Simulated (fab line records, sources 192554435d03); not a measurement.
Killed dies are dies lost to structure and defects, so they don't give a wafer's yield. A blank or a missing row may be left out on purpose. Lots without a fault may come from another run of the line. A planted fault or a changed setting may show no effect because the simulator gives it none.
Chamber matching | flow n5_finfet | N5_FIN_CUT_CUT_ETCH_28 on rie_si-03: 4 sister chambers
The step etches Si in HBr/Cl2/O2, target depth 6 nm, time 2.4 s. 14 wafers are shown with their chamber, then 7 later ones without.

WAFERS WITH THEIR CHAMBER
wafer  | chamber | drypump_motor_current_A (A) | oes_product_au (a.u.) | O2_flow_sccm (sccm)
L782.3 | 0       | 6.0                         | 0.990                 | 12.03
L782.4 | 1       | 5.6                         | 0.979                 | 11.98
L782.6 | 3       | 5.0                         | 0.998                 | 11.98
L784.1 | 3       | 5.0                         | 1.008                 | 12.03
L784.2 | 0       | 5.9                         | 1.006                 | 12.01
L784.5 | 1       | 5.6                         | 0.970                 | 12.02
L785.2 | 1       | 5.6                         | 0.969                 | 12.04
L785.3 | 3       | 5.0                         | 1.009                 | 12.00
L785.5 | 1       | 5.6                         | 0.972                 | 12.02
L789.1 | 0       | 5.9                         | 1.016                 | 11.95
L789.2 | 3       | 5.1                         | 1.002                 | 11.95
L789.6 | 0       | 5.9                         | 1.001                 | 11.95
L796.3 | 2       | 6.5                         | 0.974                 | 11.95
L796.4 | 3       | 5.0                         | 0.997                 | 12.00

SIGNATURES (means of the wafers above)
reading                 | chamber 0 | chamber 1 | chamber 2 | chamber 3 | scatter within a chamber
drypump_motor_current_A | 5.925     | 5.600     | 6.500     | 5.020     | 0.0394
oes_product_au          | 1.00325   | 0.97250   | 0.97400   | 1.00280   | 0.00731
O2_flow_sccm            | 11.9850   | 12.0150   | 11.9500   | 11.9920   | 0.0324
Rule: a wafer's distance from a chamber is the root of the sum, over the readings, of the square of ((its reading less the chamber's mean) divided by the reading's scatter). The wafer belongs to the nearest chamber; if the next one is less than 2 further off, it can't be placed. The scatter: the root of (the sum of the squares of (reading less its chamber's mean) over the shown wafers, divided by (wafers less chambers)).

WAFERS WITHOUT THEIR CHAMBER
wafer  | drypump_motor_current_A (A) | oes_product_au (a.u.) | O2_flow_sccm (sccm)
L796.6 | 6.5                         | 0.965                 | 11.94
L797.4 | 5.0                         | 1.010                 | 11.96
L797.5 | 5.0                         | 1.011                 | 12.03
L797.6 | 6.0                         | 1.009                 | 12.00
L798.2 | 5.9                         | 1.004                 | 12.01
L798.3 | 5.0                         | 1.008                 | 12.00
L798.5 | 6.0                         | 1.005                 | 11.98

WHICH CHAMBER EACH WENT THROUGH
wafer  | from the rows above | in truth
L796.6 | 2                   | 2
L797.4 | 3                   | 3
L797.5 | 3                   | 3
L797.6 | 0                   | 0
L798.2 | 0                   | 0
L798.3 | 3                   | 3
L798.5 | 0                   | 0
Placed correctly: 7 of 7. Can't be placed from these rows: 0. Placed wrongly: 0.
